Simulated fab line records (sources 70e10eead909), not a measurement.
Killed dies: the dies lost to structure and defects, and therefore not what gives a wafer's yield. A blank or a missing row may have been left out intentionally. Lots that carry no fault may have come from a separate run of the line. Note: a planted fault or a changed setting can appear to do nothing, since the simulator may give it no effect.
Which tool is to blame?    flow nand harc    12 lots, 36 wafers sampled, at 1 step of a route of 1302

== WHAT THE GAUGES READ, wafer by wafer ==
NHARC_A_CHANNEL_HOLE_D1_CD_MEAS_30.
lot   measured      on         cd nm (nm)
L075  day 9 04:23   cd sem-01  87.6 90.7 89.2
L077  day 10 00:32  cd sem-01  90.4 90.0 93.2
L079  day 10 21:29  cd sem-02  86.7 87.2 88.1
L081  day 12 01:03  cd sem-02  89.4 88.8 90.3
L083  day 12 16:45  cd sem-02  92.2 91.1 92.4
L086  day 13 21:20  cd sem-03  90.3 91.8 91.5
L088  day 14 16:38  cd sem-02  91.0 88.2 91.7
L087  day 14 20:37  cd sem-01  89.0 90.0 87.6
L091  day 16 04:26  cd sem-02  90.7 90.1 90.7
L093  day 16 16:50  cd sem-02  89.8 89.2 91.1
L095  day 17 17:45  cd sem-01  89.2 89.7 89.5
L097  day 18 05:35  cd sem-01  89.3 89.0 89.8

== TOOL THAT RAN EACH LOT (tool first, then ch and the chambers of the sampled wafers, then the start) ==
Before these readings, the record contains no process step.

== THE ANSWER, worked out from the rows above alone ==
Rule: the usual values come from the lots themselves. Put in order of their means at a reading, lots are off if they are a third of the lots or fewer, leave a main group of 4 or more, and stand apart from it by a gap of 3 or more times the standard deviation of the main group's means; of several such gaps the widest counts. A main group whose means are all the same, to the digits that the tables above print for the reading, isn't used. A lot without any number at a reading at which 4 lots or more have one is off too. Where the step has rows for the other lots, those lots are counted as sound.
None of the lots is off at any reading shown; this tells nothing.

== WHAT HAD BEEN PUT IN BY THE SIMULATOR ==
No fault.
